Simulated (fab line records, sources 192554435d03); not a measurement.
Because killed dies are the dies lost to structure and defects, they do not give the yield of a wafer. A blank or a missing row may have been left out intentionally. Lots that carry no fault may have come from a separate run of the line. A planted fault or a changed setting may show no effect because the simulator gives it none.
Matching of chambers / flow n5 finfet / N5_WELL_APT_DESCUM_30 on rie diel-03 has 4 sister chambers
The step chemistry O2, time 7.9 s. 4 wafers are shown with their chamber, then 6 later ones without.

WAFERS, EACH WITH ITS CHAMBER
wafer=L085.1; chamber=0; drypump motor current A (A)=5.2
wafer=L087.5; chamber=1; drypump motor current A (A)=5.4
wafer=L088.1; chamber=3; drypump motor current A (A)=6.4
wafer=L088.2; chamber=2; drypump motor current A (A)=4.7

WAFERS WHOSE CHAMBER IS MISSING
wafer=L088.5; drypump motor current A (A)=5.2
wafer=L095.1; drypump motor current A (A)=6.4
wafer=L095.5; drypump motor current A (A)=6.4
wafer=L095.6; drypump motor current A (A)=4.7
wafer=L097.3; drypump motor current A (A)=6.5
wafer=L097.6; drypump motor current A (A)=4.7

WHICH CHAMBER EACH WENT THROUGH
wafer=L088.5; from the rows above=0; in truth=0
wafer=L095.1; from the rows above=3; in truth=3
wafer=L095.5; from the rows above=3; in truth=3
wafer=L095.6; from the rows above=2; in truth=2
wafer=L097.3; from the rows above=3; in truth=3
wafer=L097.6; from the rows above=2; in truth=2
Correctly placed: 6 of 6. Left unplaced by these rows: 0. Wrongly placed: 0.
How it was worked out, from the rows above alone: a wafer's distance from a chamber is the root of the sum, over the readings, of the square of ((its reading less the chamber's mean) divided by the reading's scatter). If the next closest chamber is less than 2 further off than the closest, the wafer can't be placed; otherwise it belongs to the closest. The mean given for a chamber averages the wafers shown for that chamber. The scatter: with one shown wafer a chamber, the root of the mean of the squares of how far each hidden wafer lies from its nearest shown one.
